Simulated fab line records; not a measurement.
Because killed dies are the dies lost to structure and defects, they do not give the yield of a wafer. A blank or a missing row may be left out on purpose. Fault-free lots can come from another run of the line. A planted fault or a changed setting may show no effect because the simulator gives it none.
Which tool was responsible? / flow n5 finfet / 29 wafers from 10 lots sampled at 6 of the route's 1938 steps

WHAT THE GAUGES SHOWED, per wafer
N5_BEOL_M2_THK_MEAS_01. Usual: M2_ILD_THK gives 78.9 nm (standard deviation 0.95).
lot=L190; measured=day 7 11:46; on=film metro-02; M2_ILD_THK (nm)=77.8 79.4 80.1; flag=
lot=L191; measured=day 7 13:29; on=film metro-02; M2_ILD_THK (nm)=78.6 79.6 79.0; flag=
lot=L197; measured=day 9 01:50; on=film metro-01; M2_ILD_THK (nm)=77.8 78.4 79.3; flag=
lot=L200; measured=day 9 20:38; on=film metro-01; M2_ILD_THK (nm)=78.6 143.4 78.8; flag=OFF
lot=L202; measured=day 11 00:28; on=film metro-01; M2_ILD_THK (nm)=142.6 79.3 145.0; flag=OFF
lot=L203; measured=day 11 09:05; on=film metro-02; M2_ILD_THK (nm)=143.1 78.8; flag=OFF
lot=L204; measured=day 11 09:47; on=film metro-02; M2_ILD_THK (nm)=78.6 78.7 80.0; flag=
lot=L206; measured=day 11 15:47; on=film metro-02; M2_ILD_THK (nm)=79.1 77.8 78.4; flag=
lot=L208; measured=day 11 22:57; on=film metro-02; M2_ILD_THK (nm)=78.8 76.6 77.9; flag=
lot=L210; measured=day 12 11:57; on=film metro-01; M2_ILD_THK (nm)=78.9 77.8 80.0; flag=

N5_BEOL_M4_RC_MEAS_101. Usual: DIBL_N 36.3 mV/V, standard deviation 1.6; DIBL_P 36.4 mV/V, standard deviation 2.1; IOFF_N 0.16 nA/um, standard deviation 0.032; IOFF_P 0.22 nA/um, standard deviation 0.044; ION_N 675 uA/um, standard deviation 12; ION_P 463 uA/um, standard deviation 8.3; SS_N 71.6 mV/dec, standard deviation 0.64; SS_P 73.3 mV/dec, standard deviation 0.67; VT_N 250 mV, standard deviation 3.3; VT_P -250 mV, standard deviation 3.7.
lot=L190; measured=day 9 17:16; on=prober-01; DIBL_N (mV/V)=37.6 35.8 35.0; DIBL_P (mV/V)=38.7 35.3 35.0; IOFF_N (nA/um)=0.17 0.13 0.12; IOFF_P (nA/um)=0.21 0.16 0.16; ION_N (uA/um)=675 672 666; ION_P (uA/um)=462 452 455; SS_N (mV/dec)=72.0 71.6 70.9; SS_P (mV/dec)=73.9 72.1 72.7; VT_N (mV)=248 252 252; VT_P (mV)=-250 -256 -255; flag=
lot=L191; measured=day 10 10:26; on=prober-02; DIBL_N (mV/V)=38.8 35.0 36.4; DIBL_P (mV/V)=38.2 33.1 35.1; IOFF_N (nA/um)=0.18 0.12 0.15; IOFF_P (nA/um)=0.23 0.16 0.20; ION_N (uA/um)=684 666 686; ION_P (uA/um)=466 455 464; SS_N (mV/dec)=71.7 70.6 71.9; SS_P (mV/dec)=73.9 73.1 73.5; VT_N (mV)=252 256 251; VT_P (mV)=-247 -255 -251; flag=
lot=L197; measured=day 11 17:00; on=prober-02; DIBL_N (mV/V)=35.4 37.9 36.7; DIBL_P (mV/V)=35.7 38.7 37.3; IOFF_N (nA/um)=0.15 0.21 0.18; IOFF_P (nA/um)=0.18 0.23 0.20; ION_N (uA/um)=665 697 674; ION_P (uA/um)=457 468 454; SS_N (mV/dec)=71.2 71.7 71.2; SS_P (mV/dec)=72.8 74.1 73.0; VT_N (mV)=251 246 249; VT_P (mV)=-254 -250 -251; flag=
lot=L200; measured=day 12 15:33; on=prober-01; DIBL_N (mV/V)=37.1 35.6; DIBL_P (mV/V)=37.6 34.2; IOFF_N (nA/um)=0.17 0.13; IOFF_P (nA/um)=0.23 0.18; ION_N (uA/um)=692 670; ION_P (uA/um)=464 453; SS_N (mV/dec)=72.2 71.1; SS_P (mV/dec)=73.9 72.9; VT_N (mV)=248 251; VT_P (mV)=-250 -253; flag=
lot=L202; measured=day 13 12:53; on=prober-02; DIBL_N (mV/V)=38.0; DIBL_P (mV/V)=38.2; IOFF_N (nA/um)=0.19; IOFF_P (nA/um)=0.24; ION_N (uA/um)=675; ION_P (uA/um)=463; SS_N (mV/dec)=71.3; SS_P (mV/dec)=73.5; VT_N (mV)=246; VT_P (mV)=-249; flag=
lot=L203; measured=day 13 18:34; on=prober-02; DIBL_N (mV/V)=35.3; DIBL_P (mV/V)=35.8; IOFF_N (nA/um)=0.15; IOFF_P (nA/um)=0.20; ION_N (uA/um)=668; ION_P (uA/um)=462; SS_N (mV/dec)=71.0; SS_P (mV/dec)=74.1; VT_N (mV)=251; VT_P (mV)=-251; flag=
lot=L204; measured=day 13 21:56; on=prober-02; DIBL_N (mV/V)=36.4 34.7 35.0; DIBL_P (mV/V)=36.7 33.9 33.9; IOFF_N (nA/um)=0.16 0.13 0.14; IOFF_P (nA/um)=0.23 0.19 0.20; ION_N (uA/um)=685 669 676; ION_P (uA/um)=475 460 463; SS_N (mV/dec)=71.0 70.9 71.5; SS_P (mV/dec)=73.9 72.7 72.5; VT_N (mV)=249 251 251; VT_P (mV)=-249 -249 -248; flag=
lot=L206; measured=day 14 11:29; on=prober-02; DIBL_N (mV/V)=34.9 37.0 37.3; DIBL_P (mV/V)=35.0 37.8 37.6; IOFF_N (nA/um)=0.14 0.18 0.18; IOFF_P (nA/um)=0.19 0.24 0.23; ION_N (uA/um)=666 681 685; ION_P (uA/um)=465 469 467; SS_N (mV/dec)=71.3 71.4 71.3; SS_P (mV/dec)=72.3 73.3 73.4; VT_N (mV)=251 246 244; VT_P (mV)=-251 -247 -249; flag=
lot=L208; measured=day 14 09:46; on=prober-01; DIBL_N (mV/V)=34.4 35.5 38.4; DIBL_P (mV/V)=34.3 36.6 40.4; IOFF_N (nA/um)=0.15 0.17 0.24; IOFF_P (nA/um)=0.21 0.25 0.32; ION_N (uA/um)=678 699 690; ION_P (uA/um)=465 479 468; SS_N (mV/dec)=71.0 72.3 72.9; SS_P (mV/dec)=72.0 73.0 74.0; VT_N (mV)=246 247 243; VT_P (mV)=-247 -246 -243; flag=
lot=L210; measured=day 15 18:29; on=prober-02; DIBL_N (mV/V)=35.4 34.7 40.7; DIBL_P (mV/V)=36.1 35.6 41.8; IOFF_N (nA/um)=0.13 0.13 0.24; IOFF_P (nA/um)=0.16 0.16 0.26; ION_N (uA/um)=665 662 697; ION_P (uA/um)=456 456 463; SS_N (mV/dec)=71.8 71.1 73.0; SS_P (mV/dec)=72.6 73.2 74.2; VT_N (mV)=254 252 245; VT_P (mV)=-253 -256 -247; flag=

EACH LOT AND THE TOOL THAT RAN IT (in order: tool; ch and the chambers of the sampled wafers; start)
lot=L190; N5_BEOL_M1_ANNEAL_89=pvd sputter-01, day 7 09:32; N5_BEOL_M1_ANNEAL_95=pvd sputter-01, day 7 10:11; N5_BEOL_M1_CO_CAP_55=cvd co-01 ch 0,1, day 7 11:25; N5_BEOL_M2_ILD_DEP_00=pecvd-02 ch 0,1, day 7 11:42
lot=L191; N5_BEOL_M1_ANNEAL_89=pvd sputter-01, day 7 11:25; N5_BEOL_M1_ANNEAL_95=pvd sputter-01, day 7 12:04; N5_BEOL_M1_CO_CAP_55=cvd co-02 ch 0,2, day 7 13:08; N5_BEOL_M2_ILD_DEP_00=pecvd-02 ch 0,2, day 7 13:25
lot=L197; N5_BEOL_M1_ANNEAL_89=pvd sputter-02, day 8 23:50; N5_BEOL_M1_ANNEAL_95=pvd sputter-02, day 9 00:30; N5_BEOL_M1_CO_CAP_55=cvd co-02 ch 0,1,2, day 9 01:32; N5_BEOL_M2_ILD_DEP_00=pecvd-02 ch 0,1,2, day 9 01:47
lot=L200; N5_BEOL_M1_ANNEAL_89=pvd sputter-02, day 9 18:39; N5_BEOL_M1_ANNEAL_95=pvd sputter-02, day 9 19:19; N5_BEOL_M1_CO_CAP_55=cvd co-01 ch 0,1, day 9 20:19; N5_BEOL_M2_ILD_DEP_00=pecvd-02 ch 0,2, day 9 20:34
lot=L202; N5_BEOL_M1_ANNEAL_89=pvd sputter-01, day 10 22:29; N5_BEOL_M1_ANNEAL_95=pvd sputter-01, day 10 23:08; N5_BEOL_M1_CO_CAP_55=cvd co-02 ch 0,1,2, day 11 00:09; N5_BEOL_M2_ILD_DEP_00=pecvd-02 ch 0,1, day 11 00:24
lot=L203; N5_BEOL_M1_ANNEAL_89=pvd sputter-03, day 11 07:07; N5_BEOL_M1_ANNEAL_95=pvd sputter-03, day 11 07:46; N5_BEOL_M1_CO_CAP_55=cvd co-01 ch 0,1, day 11 08:46; N5_BEOL_M2_ILD_DEP_00=pecvd-02 ch 1,2, day 11 09:01
lot=L204; N5_BEOL_M1_ANNEAL_89=pvd sputter-02, day 11 07:40; N5_BEOL_M1_ANNEAL_95=pvd sputter-02, day 11 08:19; N5_BEOL_M1_CO_CAP_55=cvd co-01 ch 1,2, day 11 09:28; N5_BEOL_M2_ILD_DEP_00=pecvd-04 ch 0,2, day 11 09:43
lot=L206; N5_BEOL_M1_ANNEAL_89=pvd sputter-02, day 11 13:41; N5_BEOL_M1_ANNEAL_95=pvd sputter-02, day 11 14:20; N5_BEOL_M1_CO_CAP_55=cvd co-02 ch 0,2, day 11 15:27; N5_BEOL_M2_ILD_DEP_00=pecvd-01 ch 0,1, day 11 15:43
lot=L208; N5_BEOL_M1_ANNEAL_89=pvd sputter-01, day 11 20:39; N5_BEOL_M1_ANNEAL_95=pvd sputter-01, day 11 21:19; N5_BEOL_M1_CO_CAP_55=cvd co-01 ch 0,1, day 11 22:36; N5_BEOL_M2_ILD_DEP_00=pecvd-01 ch 0,1,2, day 11 22:53
lot=L210; N5_BEOL_M1_ANNEAL_89=pvd sputter-02, day 12 09:59; N5_BEOL_M1_ANNEAL_95=pvd sputter-02, day 12 10:38; N5_BEOL_M1_CO_CAP_55=cvd co-02 ch 1,2, day 12 11:38; N5_BEOL_M2_ILD_DEP_00=pecvd-01 ch 0,1, day 12 11:53
- N5_BEOL_M1_ANNEAL_89: time 240 s.
- N5_BEOL_M1_ANNEAL_95: time 240 s.
- N5_BEOL_M1_CO_CAP_55: material Co, precursor CCTBA/H2, target thk 2 nm, time 102.1 s.
- N5_BEOL_M2_ILD_DEP_00: deposits SiOC from DEMS/O2, target thk 79 nm, time 15.3 s.

WHAT THE TOOLS THEMSELVES READ (means of the sampled wafers that have a number; where no wafer has one, the mark that the record gives instead)
N5_BEOL_M1_ANNEAL_89. Usual: heater power w 849 W, standard deviation 120.
lot=L190; tool=pvd sputter-01; heater power w (W)=830; flag=
lot=L191; tool=pvd sputter-01; heater power w (W)=806; flag=
lot=L197; tool=pvd sputter-02; heater power w (W)=804; flag=
lot=L200; tool=pvd sputter-02; heater power w (W)=927; flag=
lot=L202; tool=pvd sputter-01; heater power w (W)=830; flag=
lot=L203; tool=pvd sputter-03; heater power w (W)=748; flag=
lot=L204; tool=pvd sputter-02; heater power w (W)=869; flag=
lot=L206; tool=pvd sputter-02; heater power w (W)=912; flag=
lot=L208; tool=pvd sputter-01; heater power w (W)=794; flag=
lot=L210; tool=pvd sputter-02; heater power w (W)=874; flag=

N5_BEOL_M1_ANNEAL_95. Usual: heater power w 848 W, standard deviation 120.
lot=L190; tool=pvd sputter-01; heater power w (W)=835; flag=
lot=L191; tool=pvd sputter-01; heater power w (W)=796; flag=
lot=L197; tool=pvd sputter-02; heater power w (W)=809; flag=
lot=L200; tool=pvd sputter-02; heater power w (W)=914; flag=
lot=L202; tool=pvd sputter-01; heater power w (W)=817; flag=
lot=L203; tool=pvd sputter-03; heater power w (W)=737; flag=
lot=L204; tool=pvd sputter-02; heater power w (W)=893; flag=
lot=L206; tool=pvd sputter-02; heater power w (W)=931; flag=
lot=L208; tool=pvd sputter-01; heater power w (W)=800; flag=
lot=L210; tool=pvd sputter-02; heater power w (W)=880; flag=

N5_BEOL_M1_CO_CAP_55. Usual: heater power w 259 W, standard deviation 13.
lot=L190; tool=cvd co-01; heater power w (W)=258; flag=
lot=L191; tool=cvd co-02; heater power w (W)=270; flag=
lot=L197; tool=cvd co-02; heater power w (W)=256; flag=
lot=L200; tool=cvd co-01; heater power w (W)=253; flag=
lot=L202; tool=cvd co-02; heater power w (W)=260; flag=
lot=L203; tool=cvd co-01; heater power w (W)=260; flag=
lot=L204; tool=cvd co-01; heater power w (W)=261; flag=
lot=L206; tool=cvd co-02; heater power w (W)=259; flag=
lot=L208; tool=cvd co-01; heater power w (W)=260; flag=
lot=L210; tool=cvd co-02; heater power w (W)=251; flag=

N5_BEOL_M2_ILD_DEP_00. Usual: heater power w 488 W, standard deviation 60; showerhead plenum p Torr 5.688 Torr, standard deviation 0.019; throttle valve pct 12.0 %, standard deviation 0.49.
lot=L190; tool=pecvd-02; heater power w (W)=551; showerhead plenum p Torr (Torr)=5.711; throttle valve pct (%)=12.3; flag=
lot=L191; tool=pecvd-02; heater power w (W)=565; showerhead plenum p Torr (Torr)=5.679; throttle valve pct (%)=12.2; flag=
lot=L197; tool=pecvd-02; heater power w (W)=533; showerhead plenum p Torr (Torr)=5.687; throttle valve pct (%)=12.3; flag=
lot=L200; tool=pecvd-02; heater power w (W)=545; showerhead plenum p Torr (Torr)=5.672; throttle valve pct (%)=12.2; flag=
lot=L202; tool=pecvd-02; heater power w (W)=500; showerhead plenum p Torr (Torr)=5.716; throttle valve pct (%)=12.2; flag=
lot=L203; tool=pecvd-02; heater power w (W)=529; showerhead plenum p Torr (Torr)=5.688; throttle valve pct (%)=11.9; flag=
lot=L204; tool=pecvd-04; heater power w (W)=452; showerhead plenum p Torr (Torr)=5.689; throttle valve pct (%)=11.6; flag=
lot=L206; tool=pecvd-01; heater power w (W)=491; showerhead plenum p Torr (Torr)=5.681; throttle valve pct (%)=12.2; flag=
lot=L208; tool=pecvd-01; heater power w (W)=480; showerhead plenum p Torr (Torr)=5.676; throttle valve pct (%)=11.7; flag=
lot=L210; tool=pecvd-01; heater power w (W)=466; showerhead plenum p Torr (Torr)=5.672; throttle valve pct (%)=11.6; flag=

THE ANSWER, worked out from the rows above alone
Rule: take the mean of a lot's wafers that have a number; if it is more than 3 standard deviations from the usual mean, the lot is off. Also off: a lot with no number at a reading for which 4 or more lots have one. Any other lot the step has rows for is counted as sound. Order of review: gauges by route order, followed by the tools' own readings, for which a lot's mean as printed above is used. The first step at which some lot is off is used, and at that step the reading that is off furthest; a lot without a number counts as furthest.
Off: L200, L202, L203, at N5_BEOL_M2_THK_MEAS_01 (M2_ILD_THK).
If a tool, at a process step before that reading, ran all the lots that are off and no sound lot after the first of them, it fits. The gauges at N5_BEOL_M2_THK_MEAS_01 are tried like those tools. One fits: pecvd-02 at N5_BEOL_M2_ILD_DEP_00. Its last sound lot is L197 (day 9 01:47), its first lot that is off L200 (day 9 20:34): a fault that began between those two fits.

WHAT THE SIMULATOR PUT IN
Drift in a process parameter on pecvd-02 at N5_BEOL_M2_ILD_DEP_00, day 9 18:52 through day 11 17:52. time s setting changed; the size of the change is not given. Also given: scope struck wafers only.
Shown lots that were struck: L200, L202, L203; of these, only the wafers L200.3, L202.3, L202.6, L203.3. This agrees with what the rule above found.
